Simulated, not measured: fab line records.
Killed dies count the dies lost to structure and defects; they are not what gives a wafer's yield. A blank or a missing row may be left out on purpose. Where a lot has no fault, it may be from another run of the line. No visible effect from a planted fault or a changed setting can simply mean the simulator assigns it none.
Chamber matching || flow n5-finfet || N5_STI_FIN_REVEAL_ETCHBACK_08 on rie-diel-04: 4 sister chambers
The step etches SiO2 in C4F6/O2, target depth 30.5 nm, time 10.167 s. 8 wafers are shown with their chamber, then 9 later ones without.

WAFERS WITH THEIR CHAMBER
{"wafer": "L076.3", "chamber": 2, "drypump-motor-current-A (A)": 5.5, "throttle-valve-pct (%)": 21.05}
{"wafer": "L076.4", "chamber": 1, "drypump-motor-current-A (A)": 6.1, "throttle-valve-pct (%)": 20.90}
{"wafer": "L082.2", "chamber": 1, "drypump-motor-current-A (A)": 6.1, "throttle-valve-pct (%)": 20.93}
{"wafer": "L087.5", "chamber": 2, "drypump-motor-current-A (A)": 5.4, "throttle-valve-pct (%)": 21.08}
{"wafer": "L087.6", "chamber": 3, "drypump-motor-current-A (A)": 5.7, "throttle-valve-pct (%)": 21.27}
{"wafer": "L093.1", "chamber": 0, "drypump-motor-current-A (A)": 6.4, "throttle-valve-pct (%)": 21.85}
{"wafer": "L093.2", "chamber": 3, "drypump-motor-current-A (A)": 5.7, "throttle-valve-pct (%)": 21.28}
{"wafer": "L093.5", "chamber": 0, "drypump-motor-current-A (A)": 6.4, "throttle-valve-pct (%)": 21.86}

WAFERS WHOSE CHAMBER IS MISSING
{"wafer": "L094.1", "drypump-motor-current-A (A)": 6.1, "throttle-valve-pct (%)": 20.96}
{"wafer": "L094.2", "drypump-motor-current-A (A)": 5.7, "throttle-valve-pct (%)": 21.28}
{"wafer": "L094.6", "drypump-motor-current-A (A)": 5.7, "throttle-valve-pct (%)": 21.28}
{"wafer": "L095.1", "drypump-motor-current-A (A)": 6.4, "throttle-valve-pct (%)": 21.86}
{"wafer": "L095.3", "drypump-motor-current-A (A)": 5.5, "throttle-valve-pct (%)": 21.10}
{"wafer": "L095.5", "drypump-motor-current-A (A)": 5.7, "throttle-valve-pct (%)": 21.28}
{"wafer": "L096.1", "drypump-motor-current-A (A)": 5.5, "throttle-valve-pct (%)": 21.09}
{"wafer": "L096.2", "drypump-motor-current-A (A)": 5.7, "throttle-valve-pct (%)": 21.30}
{"wafer": "L096.3", "drypump-motor-current-A (A)": 6.1, "throttle-valve-pct (%)": 20.97}

CHAMBER TAKEN BY EACH
{"wafer": "L094.1", "from the rows above": 1, "in truth": 1}
{"wafer": "L094.2", "from the rows above": 3, "in truth": 3}
{"wafer": "L094.6", "from the rows above": 3, "in truth": 3}
{"wafer": "L095.1", "from the rows above": 0, "in truth": 0}
{"wafer": "L095.3", "from the rows above": 2, "in truth": 2}
{"wafer": "L095.5", "from the rows above": 3, "in truth": 3}
{"wafer": "L096.1", "from the rows above": 2, "in truth": 2}
{"wafer": "L096.2", "from the rows above": 3, "in truth": 3}
{"wafer": "L096.3", "from the rows above": 1, "in truth": 1}
Correct placement for 9 of the 9. Number that these rows cannot place: 0. Placed wrongly: 0.
How it was worked out, from the rows above alone: a wafer's distance from a chamber is the root of the sum, over the readings, of the square of ((its reading less the chamber's mean) divided by the reading's scatter). The wafer belongs to the nearest chamber; if the next one is less than 2 further off, it can't be placed. For every chamber, the mean is computed from those of its wafers that are shown. The scatter: the root of (the sum of the squares of (reading less its chamber's mean) over the shown wafers, divided by (wafers less chambers)).
